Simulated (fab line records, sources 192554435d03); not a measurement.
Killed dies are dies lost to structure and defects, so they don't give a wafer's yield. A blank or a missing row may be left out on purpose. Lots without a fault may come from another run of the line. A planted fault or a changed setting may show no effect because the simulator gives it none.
Split-lot experiment | flow n5_finfet | 7 lots, 39 wafers read, on a route of 1938 steps

THE SPLIT
At N5_GATE_CUT_ETCH_56 (etches TiN in Cl2/Ar, target depth 21.6 nm), the setting target_depth_a was moved away from the recipe's 216 angstrom on 12 of the 39 wafers read, by -16.4% to +55.8%. The other wafers ran this setting at the recipe's value.

The reading is taken at the split's own step.

THE READING
etch.depth_nm (the simulator's own value, which no gauge read), in nm, at N5_GATE_CUT_ETCH_56 (etches TiN in Cl2/Ar, target depth 21.6 nm). The file gives no usual value for it. The 27 wafers here that ran the recipe average 21.89 nm, standard deviation 0.59 nm.

wafer  | tool, chamber at the split | target_depth_a as run, angstrom | against the recipe | etch.depth_nm, nm | against lot-mates on the recipe
L074.1 | rie_metal-01, 0            | 306.2                           | +41.8%             | 31.13             | +9.46
L074.6 | rie_metal-01, 0            | 306.2                           | +41.8%             | 31.13             | +9.46
L074.2 | rie_metal-01, 1            | 216                             | recipe             | 21.6              | -
L074.3 | rie_metal-01, 1            | 216                             | recipe             | 21.68             | -
L074.4 | rie_metal-01, 0            | 306.2                           | +41.8%             | 30.88             | +9.21
L074.5 | rie_metal-01, 1            | 216                             | recipe             | 21.73             | -
L076.1 | rie_metal-03, 1            | 216                             | recipe             | 22.68             | -
L076.2 | rie_metal-03, 1            | 216                             | recipe             | 22.61             | -
L076.3 | rie_metal-03, 1            | 216                             | recipe             | 22.84             | -
L076.4 | rie_metal-03, 1            | 216                             | recipe             | 22.76             | -
L076.5 | rie_metal-03, 1            | 216                             | recipe             | 22.64             | -
L076.6 | rie_metal-03, 1            | 216                             | recipe             | 22.63             | -
L079.1 | rie_metal-03, 1            | 216                             | recipe             | 22.67             | -
L079.2 | rie_metal-03, 0            | 180.5                           | -16.4%             | 18.68             | -3.86
L079.3 | rie_metal-03, 1            | 216                             | recipe             | 22.53             | -
L079.4 | rie_metal-03, 0            | 216                             | recipe             | 22.42             | -
L079.5 | rie_metal-03, 0            | 180.5                           | -16.4%             | 18.63             | -3.91
L079.6 | rie_metal-03, 1            | 180.5                           | -16.4%             | 18.76             | -3.78
L082.1 | rie_metal-01, 1            | 216                             | recipe             | 21.36             | -
L082.3 | rie_metal-01, 1            | 216                             | recipe             | 21.26             | -
L082.6 | rie_metal-01, 0            | 216                             | recipe             | 21.7              | -
L088.1 | rie_metal-01, 1            | 216                             | recipe             | 20.96             | -
L088.2 | rie_metal-01, 0            | 336.5                           | +55.8%             | 33.55             | +12.46
L088.3 | rie_metal-01, 0            | 336.5                           | +55.8%             | 33.44             | +12.35
L088.4 | rie_metal-01, 1            | 216                             | recipe             | 21.17             | -
L088.5 | rie_metal-01, 0            | 336.5                           | +55.8%             | 33.54             | +12.45
L088.6 | rie_metal-01, 1            | 216                             | recipe             | 21.13             | -
L091.1 | rie_metal-01, 0            | 216                             | recipe             | 21.84             | -
L091.2 | rie_metal-01, 1            | 216                             | recipe             | 21.29             | -
L091.3 | rie_metal-01, 0            | 216                             | recipe             | 21.88             | -
L091.4 | rie_metal-01, 1            | 216                             | recipe             | 21.3              | -
L091.5 | rie_metal-01, 1            | 216                             | recipe             | 21.38             | -
L091.6 | rie_metal-01, 0            | 216                             | recipe             | 21.66             | -
L093.1 | rie_metal-01, 1            | 216                             | recipe             | 21.46             | -
L093.2 | rie_metal-01, 0            | 216                             | recipe             | 21.8              | -
L093.3 | rie_metal-01, 1            | 259.4                           | +20.1%             | 26.01             | +4.26
L093.4 | rie_metal-01, 0            | 259.4                           | +20.1%             | 26.36             | +4.61
L093.5 | rie_metal-01, 0            | 216                             | recipe             | 21.99             | -
L093.6 | rie_metal-01, 1            | 259.4                           | +20.1%             | 25.8              | +4.05

THE FIT
A straight line over all 39 wafers: etch.depth_nm changes by +0.21 nm for each +1% of target_depth_a; r = +0.99; the points scatter about the line by 0.52 nm.
The same after taking each lot's own level away (the mean of its wafers on the recipe; 39 wafers): +0.224 nm for each +1%; r = +1.00; scatter 0.17 nm.
On that fit, the largest move of target_depth_a shifts the reading by 12 nm.
The lots' own levels span 21.087 to 22.693 nm, that is 2.7 times the standard deviation above.
So the lot-to-lot level changes the slope little: the two slopes agree.
Check: with one of the wafers moved furthest among these (+55.8%) left out of the fit, the line predicts +12.5 nm for it against its lot-mates. It came out at +12.5 nm against them.

OTHER SPLITS ON THESE WAFERS
These wafers also went through other splits before the reading. Each is held against what the fit with the lots' levels taken away leaves over:
other split on the same wafers | wafers away from the commonest value | r with etch.depth_nm (lot level and that fit taken away)
N5_ZERO_LAYER_PECVD_02 time_s  | 15                                   | +0.09
N5_FIN_SAQP_HM_DEP_03 time_s   | 15                                   | -0.02
N5_SDB_ALD_29 ald_cycles       | 9                                    | +0.25

THE FILE'S OWN FIT
etch.depth_nm changes by +0.223 nm for each +1% of target_depth_a, r = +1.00.
